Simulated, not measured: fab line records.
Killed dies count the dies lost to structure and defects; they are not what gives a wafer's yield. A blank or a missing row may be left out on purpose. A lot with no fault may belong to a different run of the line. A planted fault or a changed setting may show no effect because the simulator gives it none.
2 desks, one fault || flow n5Finfet || what lay behind the numbers comes last; until then each desk has only its own

THE TOOL OWNER'S DESK: rieDiel-06
The tool's own readings at N5_FIN_SAQP_ETCH_52 (etches SOC in N2/H2, target depth 100 nm, overetch 20 nm, time 150 s): means of the sampled wafers that have a number, for each lot that ran on this tool. A lot is out of limits, marked OUT, if its mean lies more than 4 standard deviations from the usual mean; the brackets give that distance.
Columns: A = chamberPressureMTorr at N5_FIN_SAQP_ETCH_52, usual 29.999 mTorr; B = drypumpMotorCurrentA at N5_FIN_SAQP_ETCH_52, usual 5.7 A; C = oesProductAu at N5_FIN_SAQP_ETCH_52, usual 0.68 a.u.; D = rfFwdPowerW at N5_FIN_SAQP_ETCH_52, usual 836.4 W; E = rfVppV at N5_FIN_SAQP_ETCH_52, usual 523 V; F = showerheadPlenumPTorr at N5_FIN_SAQP_ETCH_52, usual 2.53 Torr; G = throttleValvePct at N5_FIN_SAQP_ETCH_52, usual 17.89 %
{"lot": "L988", "first seen here": "day 2 18:10", "A": 30.000, "B": 5.8, "C": 0.71, "D": 834.4, "E": 526, "F": 2.59, "G": 17.74}
{"lot": "L993", "first seen here": "day 3 23:04", "A": 30.012, "B": 5.7, "C": 0.71, "D": 838.2, "E": 525, "F": 2.58, "G": 17.68}
{"lot": "L994", "first seen here": "day 4 04:38", "A": 29.988, "B": 5.8, "C": 0.70, "D": 834.0, "E": 525, "F": 2.58, "G": 17.84}
{"lot": "L996", "first seen here": "day 4 17:12", "A": 29.983, "B": 5.7, "C": 0.68, "D": 836.1, "E": 524, "F": 2.53, "G": 17.91}
{"lot": "L997", "first seen here": "day 4 22:26", "A": 29.998, "B": 5.8, "C": 0.70, "D": "905.1 (+25) OUT", "E": 514, "F": 2.61, "G": 17.92}
{"lot": "L101", "first seen here": "day 5 23:19", "A": 30.022, "B": 5.8, "C": 0.70, "D": "902.6 (+25) OUT", "E": 514, "F": 2.61, "G": 17.92}
This desk's finding: out of limits on L101, L997; first on L997, day 4 22:26 (rfFwdPowerW at N5_FIN_SAQP_ETCH_52). Within limits: L988, L993, L994, L996.

AT THE METROLOGY DESK
What the gauges read for every lot (on any tool): the sampled wafers with a number, averaged. A lot is out of limits, marked OUT, if its mean lies more than 4 standard deviations from the usual mean; the brackets give that distance. It has 11 readings; the 7 that lie furthest out on some lot are the ones shown.
Columns: A = DIBL_P at N5_BEOL_M4_RC_MEAS_101, usual 35.9 mV/V; B = ION_N at N5_BEOL_M4_RC_MEAS_101, usual 672 uA/um; C = ION_P at N5_BEOL_M4_RC_MEAS_101, usual 461 uA/um; D = SS_N at N5_BEOL_M4_RC_MEAS_101, usual 71.4 mV/dec; E = SS_P at N5_BEOL_M4_RC_MEAS_101, usual 73.2 mV/dec; F = VT_N at N5_BEOL_M4_RC_MEAS_101, usual 249.3 mV; G = VT_P at N5_BEOL_M4_RC_MEAS_101, usual -250 mV
{"lot": "L988", "first seen here": "day 2 14:59", "A": 37.0, "B": 677, "C": 460, "D": 71.6, "E": 73.7, "F": 248.8, "G": -247}
{"lot": "L991", "first seen here": "day 3 10:53", "A": 37.4, "B": 679, "C": 465, "D": 71.3, "E": 73.6, "F": 248.1, "G": -249}
{"lot": "L993", "first seen here": "day 3 22:05", "A": 36.5, "B": 680, "C": 459, "D": 70.8, "E": 73.4, "F": 249.0, "G": -254}
{"lot": "L994", "first seen here": "day 4 03:45", "A": 34.7, "B": 666, "C": 458, "D": 71.1, "E": 72.6, "F": 251.6, "G": -251}
{"lot": "L996", "first seen here": "day 4 16:19", "A": 35.1, "B": 666, "C": 452, "D": 70.9, "E": 73.8, "F": 252.5, "G": -256}
{"lot": "L997", "first seen here": "day 4 21:41", "A": 37.5, "B": 683, "C": 464, "D": 71.8, "E": 73.1, "F": 246.0, "G": -250}
{"lot": "L998", "first seen here": "day 5 04:40", "A": 35.3, "B": 675, "C": 465, "D": 71.3, "E": 73.2, "F": 249.6, "G": -249}
{"lot": "L101", "first seen here": "day 5 22:26", "A": 34.8, "B": 668, "C": 453, "D": 72.0, "E": 73.2, "F": 249.7, "G": -252}
{"lot": "L108", "first seen here": "day 7 14:19", "A": 37.0, "B": 673, "C": 459, "D": 71.1, "E": 73.6, "F": 251.7, "G": -252}
Result from this desk: across the 9 lots, nothing is out of limits.

PUT TOGETHER
The tool owner's desk had the chance to raise an alarm at day 4 22:26 on L101, L997.
Metrology desk: nothing out of limits seen.
The metrology desk holds a record of L101, L997, inside its limits.
The lots listed all ran N5_FIN_SAQP_ETCH_52 on rieDiel-06.

WHAT THE SIMULATOR HAD PUT IN
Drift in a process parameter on rieDiel-06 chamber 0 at N5_FIN_SAQP_ETCH_52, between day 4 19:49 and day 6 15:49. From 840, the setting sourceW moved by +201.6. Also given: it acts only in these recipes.
Struck lots among those shown: L101, L997.
Hours from the fault's start to each desk's first reading out of limits: the tool owner's desk, 3.
